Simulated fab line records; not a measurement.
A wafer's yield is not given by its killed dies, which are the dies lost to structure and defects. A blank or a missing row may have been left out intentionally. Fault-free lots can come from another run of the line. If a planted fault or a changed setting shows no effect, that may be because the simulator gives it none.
fab line records ; flow nandHarc
[record] lots = 5; wafers = 15; lastDay = 23
route steps=1159 shown A_STAIRCASE@590 END@1159
lots that met no fault: from a run of the same line without faults
startH: hours from the record's first day to the start of the lot's first wafer shown ; waitH: time in hours since the lot's previous step ; " identical to the entry in the row above ; L1.1+2: one row covering several wafers at once ; - either no value or no given start ; * or withheld: withheld ; < > ~ a bound
route shown NAME@n: names a module that has steps shown in the file, with the first one's number in the route ; usual: average and standard deviation across the fault-free wafers ; same: alike in all rows ; chamber/n: place in a boat ; sites: each site's reading ; _std_site: the values' standard deviation ; _edge_site: inner sites' mean taken away from outer sites' mean ; radiusMm: for every site, how far away it sits from the centre of the wafer ; mask NAME#n: copy n ; behind: the last tool/chamber to shape the wafer ; hold: the reason the lot was held/the length of the hold in hours/how it ended ; device: transistor that didn't switch, given as n, p or np ; end of line: the tests these same wafers got at the end of their route ; a step given without rows: its recipe and nothing more ; killed: dies lost to structure and defects at the first sort, not the wafer's yield ; map: shows each die of a wafer: x if killed, . if not, _ if none is there
set.NAME: the setting that was run; set.NAME@STEP: the one run at that earlier step ; model.NAME: the simulator's own value behind a step, which no gauge read
lots at some steps of the route; a table a step, a row a wafer
services: a tool's chamber out of use, with start hour (startH, from the record's first day; less than 0 if before it), hours out, and reason
[[steps]]
[step NHARC_A_STAIRCASE_TRIM_196]
[recipe] timeS = 211.2; o2FlowSccm = 500; arFlowSccm = 0; biasW = 0; chemistry = O2
[usual] drypumpMotorCurrentA = 5.7/0.39; oesProductAu = 0.994/0.013; rfVppV = 58.0/0.92; showerheadPlenumPTorr = 3.60/0.14; throttleValvePct = 17.036/0.0088
lot.wafer;tool;chamber;startH;waitH;drypumpMotorCurrentA;oesProductAu;rfHoursCounterH;rfVppV;showerheadPlenumPTorr;throttleValvePct
L421.1;rieDiel-07;1;226.95;0.1;5.8;1.002;57;58.2;3.58;17.014
L421.3;rieDiel-07;2;226.95;0.1;6.3;0.985;61;58.5;3.26;17.047
L421.5;rieDiel-07;1;226.95;0.1;5.8;0.993;-;57.4;3.58;17.034
L422.2;rieDiel-07;0;251.46;0.1;5.3;0.986;5;58.0;3.72;17.026
L422.4;rieDiel-07;2;251.46;0.1;6.3;0.980;6;59.5;3.80;17.042
L422.5;rieDiel-07;0;251.46;0.1;5.3;0.989;-;59.5;3.72;17.047
L427.3;rieDiel-07;0;278.75;0.1;5.3;0.999;17;57.4;3.71;17.032
L427.5;rieDiel-07;1;278.75;0.1;5.8;0.984;-;57.6;3.57;17.040
L427.6;rieDiel-07;2;278.75;0.1;6.3;0.975;-;57.6;3.80;17.059
L435.2;rieDiel-06;1;329.50;0.1;5.7;0.990;27;56.9;3.43;17.039
L435.4;rieDiel-06;3;329.50;0.1;4.8;0.986;27;56.7;3.67;17.029
L435.5;rieDiel-06;0;329.50;0.1;5.7;0.998;-;57.9;3.59;17.041
L441.1;rieDiel-13;3;364.10;0.1;5.5;0.992;28;56.9;3.28;17.054
L441.3;rieDiel-13;0;364.10;0.1;5.9;0.985;30;58.6;3.79;17.031
L441.4;rieDiel-13;2;364.10;0.1;5.4;0.980;18;56.8;3.47;17.046
[step NHARC_A_STAIRCASE_ETCH_197]
[recipe] targetDepthA = 1000; timeS = 40.5; ionEnergyEv = 400; c4f8FlowSccm = 20; o2FlowSccm = 10; arFlowSccm = withheld; rfW = 600; biasW = 1000; chemistry = C4F8/O2
[step NHARC_A_STAIRCASE_TRIM_198]
[recipe] timeS = 211.2; o2FlowSccm = 500; arFlowSccm = 0; biasW = 0; chemistry = O2
[step NHARC_A_STAIRCASE_ETCH_199]
[recipe] targetDepthA = 1000; timeS = 40.5; ionEnergyEv = 400; c4f8FlowSccm = 20; o2FlowSccm = 10; arFlowSccm = withheld; rfW = 600; biasW = 1000; chemistry = C4F8/O2
[step NHARC_A_STAIRCASE_TRIM_200]
[recipe] timeS = 211.2; o2FlowSccm = 500; arFlowSccm = 0; biasW = 0; chemistry = O2
[usual] drypumpMotorCurrentA = 5.6/0.38; oesProductAu = 0.994/0.013; rfVppV = 58.0/0.94; showerheadPlenumPTorr = 3.59/0.14; throttleValvePct = 17.037/0.0082
lot.wafer;tool;chamber;startH;waitH;drypumpMotorCurrentA;oesProductAu;rfHoursCounterH;rfVppV;showerheadPlenumPTorr;throttleValvePct
L421.1;rieDiel-06;3;-;-;4.8;0.995;54;57.6;3.69;17.029
L421.3;rieDiel-06;1;-;-;5.7;0.995;61;58.0;3.45;17.034
L421.5;rieDiel-06;1;-;-;5.7;0.995;-;58.9;3.45;17.041
L422.4;rieDiel-07;3;-;-;5.7;1.012;6;57.3;3.60;17.028
L422.2;rieDiel-07;2;-;-;6.3;0.987;6;59.6;3.80;17.030
L422.5;rieDiel-07;0;-;-;5.3;0.988;-;58.2;3.72;17.048
L427.3;rieDiel-07;2;-;-;6.3;0.986;16;57.4;3.80;17.041
L427.6;rieDiel-07;1;-;-;5.9;0.984;-;58.0;3.57;17.034
L427.5;rieDiel-07;2;-;-;6.3;0.989;-;59.5;3.80;17.051
L435.2;rieDiel-06;2;-;-;5.5;0.989;25;59.6;3.70;17.034
L435.4;rieDiel-06;0;-;-;5.6;0.997;29;58.1;3.59;17.050
L435.5;rieDiel-06;1;-;-;5.7;0.984;-;59.5;3.43;17.052
L441.1;rieDiel-13;0;-;-;5.9;0.983;30;57.4;3.79;17.024
L441.4;rieDiel-13;1;-;-;6.1;0.972;31;57.2;3.51;17.032
L441.3;rieDiel-13;2;-;-;5.3;0.994;18;55.3;3.47;17.038
[step NHARC_A_STAIRCASE_ETCH_201]
[recipe] targetDepthA = 1000; timeS = 40.5; ionEnergyEv = 400; c4f8FlowSccm = 20; o2FlowSccm = 10; arFlowSccm = withheld; rfW = 600; biasW = 1000; chemistry = C4F8/O2
[usual] oesProductAu = 0.937/0.013; rfVppV = 898/5.1
lot.wafer;tool;chamber;startH;waitH;oesProductAu;rfHoursCounterH;rfVppV
L421.3;rieDiel-06;1;-;-;0.926;61;894
L421.1;rieDiel-06;3;-;-;0.937;54;903
L421.5;rieDiel-06;1;-;-;0.928;-;892
L422.4;rieDiel-07;3;-;-;0.952;6;899
L422.2;rieDiel-07;0;-;-;0.930;6;903
L422.5;rieDiel-07;2;-;-;0.938;-;905
L427.3;rieDiel-07;3;-;-;0.958;18;897
L427.5;rieDiel-07;2;-;-;0.918;-;905
L427.6;rieDiel-07;3;-;-;0.955;-;898
L435.4;rieDiel-06;1;-;-;0.936;27;892
L435.2;rieDiel-06;3;-;-;0.935;27;902
L435.5;rieDiel-06;1;-;-;0.943;-;892
L441.4;rieDiel-13;1;-;-;0.918;32;895
L441.1;rieDiel-13;3;-;-;0.951;29;888
L441.3;rieDiel-13;0;-;-;0.922;30;905
[step NHARC_A_STAIRCASE_TRIM_202]
[recipe] timeS = 211.2; o2FlowSccm = 500; arFlowSccm = 0; biasW = 0; chemistry = O2
[step NHARC_A_STAIRCASE_ETCH_203]
[recipe] targetDepthA = 1000; timeS = 40.5; ionEnergyEv = 400; c4f8FlowSccm = 20; o2FlowSccm = 10; arFlowSccm = withheld; rfW = 600; biasW = 1000; chemistry = C4F8/O2
[step NHARC_A_STAIRCASE_STRIP_205]
[recipe] powerW = 1500; tempC = 250; chemistry = O2
[step NHARC_A_STAIRCASE_STRIP_206]
[recipe] timeS = 900; tempC = 130; chemistry = SPM
[step NHARC_A_STAIRCASE_PRECLEAN_207]
[recipe] timeS = *; tempC = 50; bathAgeMin = 0; chemistry = SC1
lot.wafer;tool;chamber;startH;waitH
L421.3+5+1;wetBench-04;4,6,7;230.48;-
L422.5+2+4;wetBench-07;3,5,6;253.38;-
L427.6+3+5;wetBench-07;4,7,0;280.99;-
L435.4+5+2;wetBench-04;0,2,5;330.96;-
L441.3+4+1;wetBench-02;3,5,6;366.31;-
[step NHARC_A_STAIRCASE_SRD_208]
[step NHARC_A_STAIRCASE_DEHYDRATE_209]
[recipe] tempC = 150; timeS = 120
[step NHARC_A_STAIRCASE_HMDS_210]
[recipe] timeS = 30
[step NHARC_A_STAIRCASE_COAT_211]
[recipe] spinRpm = 1200
[step NHARC_A_STAIRCASE_SOFTBAKE_212]
[recipe] tempC = 135; timeS = 170
[step NHARC_A_STAIRCASE_EBR_213]
[step NHARC_A_STAIRCASE_EXPOSE_214]
[recipe] na = 0.5; doseMj = 31.26; maskId = STAIR_3
[step NHARC_A_STAIRCASE_PEB_215]
[recipe] pebTempC = 115; pebTimeS = 130
[step NHARC_A_STAIRCASE_DEVELOP_216]
[recipe] timeS = 140
[step NHARC_A_STAIRCASE_HARDBAKE_218]
[recipe] tempC = 120; timeS = 140
[step NHARC_A_STAIRCASE_DESCUM_219]
[recipe] timeS = 3; o2FlowSccm = 200; arFlowSccm = 0; biasPowerW = 0; chemistry = O2
[step NHARC_A_STAIRCASE_TRIM_220]
[recipe] timeS = 211.2; o2FlowSccm = 500; arFlowSccm = 0; biasW = 0; chemistry = O2
[step NHARC_A_STAIRCASE_ETCH_221]
[recipe] targetDepthA = 1000; timeS = 40.5; ionEnergyEv = 400; c4f8FlowSccm = 20; o2FlowSccm = 10; arFlowSccm = withheld; rfW = 600; biasW = 1000; chemistry = C4F8/O2
[step NHARC_A_STAIRCASE_TRIM_222]
[recipe] timeS = 211.2; o2FlowSccm = 500; arFlowSccm = 0; biasW = 0; chemistry = O2
[usual] drypumpMotorCurrentA = 5.6/0.37; oesProductAu = 0.995/0.012; rfVppV = 57.9/0.95; showerheadPlenumPTorr = 3.58/0.14; throttleValvePct = 17.036/0.0087
lot.wafer;tool;chamber;startH;waitH;drypumpMotorCurrentA;oesProductAu;rfHoursCounterH;rfVppV;showerheadPlenumPTorr;throttleValvePct
L421.1;rieDiel-06;3;-;-;4.8;1.003;60;57.9;3.69;17.039
L421.3;rieDiel-06;0;-;-;5.7;0.989;63;57.5;3.61;17.051
L421.5;rieDiel-06;0;-;-;5.6;0.993;-;58.8;3.61;17.042
L422.2;rieDiel-06;1;-;-;5.7;0.974;1;57.6;3.45;17.036
L422.5;rieDiel-06;1;-;-;5.7;0.981;-;61.1;3.45;17.028
L422.4;rieDiel-06;3;-;-;4.8;0.984;-;58.8;3.69;17.038
L427.3;rieDiel-07;0;-;-;5.3;0.989;19;57.6;3.71;17.034
L427.6;rieDiel-07;0;-;-;5.3;0.993;-;57.7;3.71;17.032
L427.5;rieDiel-07;1;-;-;5.9;0.986;-;58.3;3.57;17.017
L435.4;rieDiel-06;0;-;-;5.6;0.990;30;57.4;3.59;17.032
L435.2;rieDiel-06;1;-;-;5.7;0.986;28;56.8;3.43;17.029
L435.5;rieDiel-06;0;-;-;5.6;1.001;-;56.8;3.59;17.032
L441.1;rieDiel-07;0;-;-;5.3;0.991;47;58.2;3.69;17.036
L441.3;rieDiel-07;1;-;-;5.9;0.990;49;56.9;3.55;17.030
L441.4;rieDiel-07;2;-;-;6.3;0.983;51;59.2;3.78;17.027
[step NHARC_A_STAIRCASE_ETCH_223]
[recipe] targetDepthA = 1000; timeS = 40.5; ionEnergyEv = 400; c4f8FlowSccm = 20; o2FlowSccm = 10; arFlowSccm = withheld; rfW = 600; biasW = 1000; chemistry = C4F8/O2
[step NHARC_A_STAIRCASE_TRIM_224]
[recipe] timeS = 211.2; o2FlowSccm = 500; arFlowSccm = 0; biasW = 0; chemistry = O2
[step NHARC_A_STAIRCASE_ETCH_225]
[recipe] targetDepthA = 1000; timeS = 40.5; ionEnergyEv = 400; c4f8FlowSccm = 20; o2FlowSccm = 10; arFlowSccm = withheld; rfW = 600; biasW = 1000; chemistry = C4F8/O2
[step NHARC_A_STAIRCASE_TRIM_226]
[recipe] timeS = 211.2; o2FlowSccm = 500; arFlowSccm = 0; biasW = 0; chemistry = O2
[step NHARC_A_STAIRCASE_ETCH_227]
[recipe] targetDepthA = 1000; timeS = 40.5; ionEnergyEv = 400; c4f8FlowSccm = 20; o2FlowSccm = 10; arFlowSccm = withheld; rfW = 600; biasW = 1000; chemistry = C4F8/O2
[step NHARC_A_STAIRCASE_TRIM_229]
[recipe] timeS = 211.2; o2FlowSccm = 500; arFlowSccm = 0; biasW = 0; chemistry = O2
[step NHARC_A_STAIRCASE_ETCH_230]
[recipe] targetDepthA = 1000; timeS = 40.5; ionEnergyEv = 400; c4f8FlowSccm = 20; o2FlowSccm = 10; arFlowSccm = withheld; rfW = 600; biasW = 1000; chemistry = C4F8/O2
[step NHARC_A_STAIRCASE_TRIM_231]
[recipe] timeS = 211.2; o2FlowSccm = 500; arFlowSccm = 0; biasW = 0; chemistry = O2
[step NHARC_A_STAIRCASE_ETCH_232]
[recipe] targetDepthA = 1000; timeS = 40.5; ionEnergyEv = 400; c4f8FlowSccm = 20; o2FlowSccm = 10; arFlowSccm = withheld; rfW = 600; biasW = 1000; chemistry = C4F8/O2
[step NHARC_A_STAIRCASE_TRIM_233]
[recipe] timeS = 211.2; o2FlowSccm = 500; arFlowSccm = 0; biasW = 0; chemistry = O2
[step NHARC_A_STAIRCASE_ETCH_234]
[recipe] targetDepthA = 1000; timeS = 40.5; ionEnergyEv = 400; c4f8FlowSccm = 20; o2FlowSccm = 10; arFlowSccm = withheld; rfW = 600; biasW = 1000; chemistry = C4F8/O2
[step NHARC_A_STAIRCASE_TRIM_235]
[recipe] timeS = 211.2; o2FlowSccm = 500; arFlowSccm = 0; biasW = 0; chemistry = O2
[step NHARC_A_STAIRCASE_ETCH_236]
[recipe] targetDepthA = 1000; timeS = 40.5; ionEnergyEv = 400; c4f8FlowSccm = 20; o2FlowSccm = 10; arFlowSccm = withheld; rfW = 600; biasW = 1000; chemistry = C4F8/O2
[usual] oesProductAu = 0.938/0.016; rfVppV = 898/4.9
lot.wafer;tool;chamber;startH;waitH;oesProductAu;rfHoursCounterH;rfVppV
L421.3;rieDiel-06;2;-;-;0.942;57;902
L421.1;rieDiel-06;0;-;-;0.939;63;899
L421.5;rieDiel-06;3;-;-;0.963;-;901
L422.4;rieDiel-07;2;-;-;0.935;8;907
L422.2;rieDiel-07;0;-;-;0.948;9;903
L422.5;rieDiel-07;2;-;-;0.938;-;906
L427.3;rieDiel-07;3;-;-;0.961;21;900
L427.5;rieDiel-07;2;-;-;0.917;-;904
L427.6;rieDiel-07;3;-;-;0.954;-;898
L435.4;rieDiel-06;3;-;-;0.937;30;902
L435.2;rieDiel-06;0;-;-;0.951;31;898
L435.5;rieDiel-06;1;-;-;0.950;-;893
L441.1;rieDiel-13;2;-;-;0.950;20;893
L441.4;rieDiel-13;3;-;-;0.948;30;886
L441.3;rieDiel-13;0;-;-;0.933;32;905
[step NHARC_END_SORT_01]
[recipe] tempC = 25
[usual] killedAtArray = 25/7.8; killedAtOther = 0.6/0.81; killedAtPeriphery = 3.3/2.2; killedDies = 29/8.2; killedOpen = 3.5/1.9; killedShort = 1.8/1.3
[same] grossDies = 677
lot.wafer;tool;chamber;startH;waitH;killedAtArray;killedAtOther;killedAtPeriphery;killedDies;killedOpen;killedShort
L421.1;prober-02;0;434.44;2.5;17;0;5;22;4;2
L421.3;prober-02;0;436.04;3.1;14;0;5;19;1;1
L421.5;prober-02;0;437.64;3.7;16;2;1;19;1;3
L427.3;prober-01;0;480.53;3.1;27;0;1;28;5;0
L427.5;prober-01;0;482.14;3.7;37;0;3;40;3;2
L427.6;prober-01;0;482.94;4.0;28;0;2;30;3;3
L435.5;prober-01;0;534.44;3.7;124;1;0;125;2;3
// killed by level:class
L421.1 A_SLIT:chamberFilmFlake=10 P_ZERO_WELL:chamberFilmFlake=3 A_STAIRCASE:chamberFilmFlake=2 P_GATE:geometricParticle:open=1 P_CONTACT:geometricParticle:open=1 A_CHANNEL_FILL_D1:geometricParticle:open=1 A_SGD_CUT:geometricParticle:short=1 A_M0:geometricParticle:short=1
L421.3 A_STAIRCASE:chamberFilmFlake=5 A_SLIT:chamberFilmFlake=5 P_BONDPAD:chamberFilmFlake=3 P_CONTACT:geometricParticle:open=1 A_CHANNEL_FILL_D1:geometricParticle:short=1 P_ZERO_WELL:chamberFilmFlake=1 A_CHANNEL_HOLE_D1:chamberFilmFlake=1 A_CONTACT:chamberFilmFlake=1
L421.5 A_STAIRCASE:chamberFilmFlake=7 A_SLIT:chamberFilmFlake=5 STARTING-WAFER:geometricParticle:short=2 A_CHANNEL_FILL_D1:geometricParticle:short=1 A_CONTACT:geometricParticle:open=1 P_GATE:chamberFilmFlake=1 A_CONTACT:chamberFilmFlake=1 A_M1:chamberFilmFlake=1
L427.3 A_SLIT:chamberFilmFlake=10 A_CHANNEL_HOLE_D1:chamberFilmFlake=6 A_CONTACT:chamberFilmFlake=3 A_ZERO_WELL:chamberFilmFlake=2 A_CHANNEL_HOLE_D1:geometricParticle:open=1 A_WL_FILL:geometricParticle:open=1 A_CONTACT:geometricParticle:open=1 A_M0:geometricParticle:open=1
L427.5 A_CHANNEL_HOLE_D1:chamberFilmFlake=17 A_SLIT:chamberFilmFlake=14 P_ZERO_WELL:chamberFilmFlake=2 A_CONTACT:chamberFilmFlake=2 P_M0:geometricParticle:open=1 A_SOURCE_PLATE:geometricParticle:open=1 A_CHANNEL_FILL_D1:geometricParticle:short=1 A_WL_FILL:geometricParticle:short=1
L427.6 A_SLIT:chamberFilmFlake=11 A_CHANNEL_HOLE_D1:chamberFilmFlake=9 A_CONTACT:chamberFilmFlake=3 A_M0:geometricParticle:open=2 P_CONTACT:geometricParticle:open=1 A_ONON_D1:geometricParticle:short=1 A_CHANNEL_HOLE_D1:geometricParticle:short=1 A_CHANNEL_FILL_D1:geometricParticle:short=1
L435.5 A_STAIRCASE:unspecified=113 A_CONTACT:chamberFilmFlake=4 A_CHANNEL_HOLE_D1:chamberFilmFlake=3 A_WL_FILL:geometricParticle:short=2 A_CONTACT:geometricParticle:open=1 A_BLC:geometricParticle:open=1 STARTING-WAFER:geometricParticle:short=1
// map L435.5 (x killed, . not)
____________.____________
_________x......_________
_______.x..x......_______
______.............______
_____..............._____
____.................____
____......x........x.____
___.................x.___
___................x..___
__.....................__
__................x....__
_......................._
_.....x.............x..._
_......................._
_.............x........._
_......................._
.........................
.....x..x..x.............
.......xxx...............
.....xxxxxx..............
...x.xxxxxxxx............
_...xxxxxxxxxx.........._
_...xxxxxxxxxx..x......._
_...xxxxxxxxxx.........._
_.x.xxxxxxxxx..........._
_...xxxxxxxxxx.........._
__..xxxxxxxxx..........__
__..xxxxxxxxx..........__
___..xxxxxx.x.........___
___.xxxxxxxxx.........___
____..xxxxxx.........____
____.x...x...........____
_____..............._____
______.............______
_______..........._______
_________......._________
____________.____________
// map L421.1 (x killed, . not)
____________.____________
_________......._________
_______........x.._______
______.............______
_____..............._____
____.................____
____.................____
___.........x.....x...___
___.......x...........___
__.....x....x..........__
__.........x.....x.....__
_......................._
_........x..x..........._
_........x..x..........._
_......................._
_.........xx............_
..................x......
.........................
......x..................
..........x.......x......
x.......................x
_......................._
_......................._
_......................._
_.....................x._
_......................._
__.....................__
__.....................__
___...................___
___...................___
____............x....____
____.................____
_____..............._____
______.............______
_______..........._______
_________......._________
____________.____________
[[services]]
tool;chamber;startH;hours;kind
rieDiel-07;0;208.02;-;clean
rieDiel-07;1;208.02;-;clean
rieDiel-07;2;208.02;-;clean
rieDiel-07;3;208.02;-;clean
rieDiel-13;3;218.18;5.8;repair
rieDiel-07;3;222.34;4.9;repair
rieDiel-06;2;225.22;6.5;repair
rieDiel-07;-;228.74;9.0;pm
rieDiel-07;0;228.74;9.0;ventCycle
rieDiel-07;1;228.74;9.0;ventCycle
rieDiel-07;2;228.74;9.0;ventCycle
rieDiel-06;2;239.20;17.2;repair
rieDiel-06;-;241.58;9.0;pm
wetBench-07;-;272.05;8.0;pm
rieDiel-13;-;276.13;9.0;pm
rieDiel-13;2;286.64;8.8;repair
rieDiel-06;1;303.21;7.4;repair
rieDiel-07;1;304.31;1.4;repair
rieDiel-06;-;323.32;2.1;repair
rieDiel-07;-;325.65;0.8;repair
rieDiel-06;0;338.06;2.3;repair
wetBench-04;-;339.34;8.0;pm
wetBench-04;-;354.28;1.1;repair
wetBench-02;-;356.00;8.0;pm
[[key]]
[firstSign] step = NHARC_END_SORT_01; reading = killedAtArray; direction = up; sigmas = 13; usual = 25; struck = 124
[effect] step = NHARC_END_SORT_01; reading = killedDies; direction = up; sigmas = 12; usual = 29; struck = 125
[moreKillsBornAt] NHARC_A_STAIRCASE_PRECLEAN_207@wetBench-04 = 113
metAt NHARC_A_STAIRCASE_PRECLEAN_207
struckWafers L435.5
testerLeftOut L435
[fault] kind = chamberParticleSource; tool = wetBench-04; chamber = 2; onsetH = 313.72; steps = NHARC_A_STAIRCASE_PRECLEAN_207; ratePerVisitCm2 = 1.8429; endH = 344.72
// testerLeftOut: of these lots the tester's yield and bins aren't shown, on N5 and GAA mostly nor the transistor test; their killed dies are dies lost to structure and defects alone, not to doping, threshold or leakage, so they don't give the yield
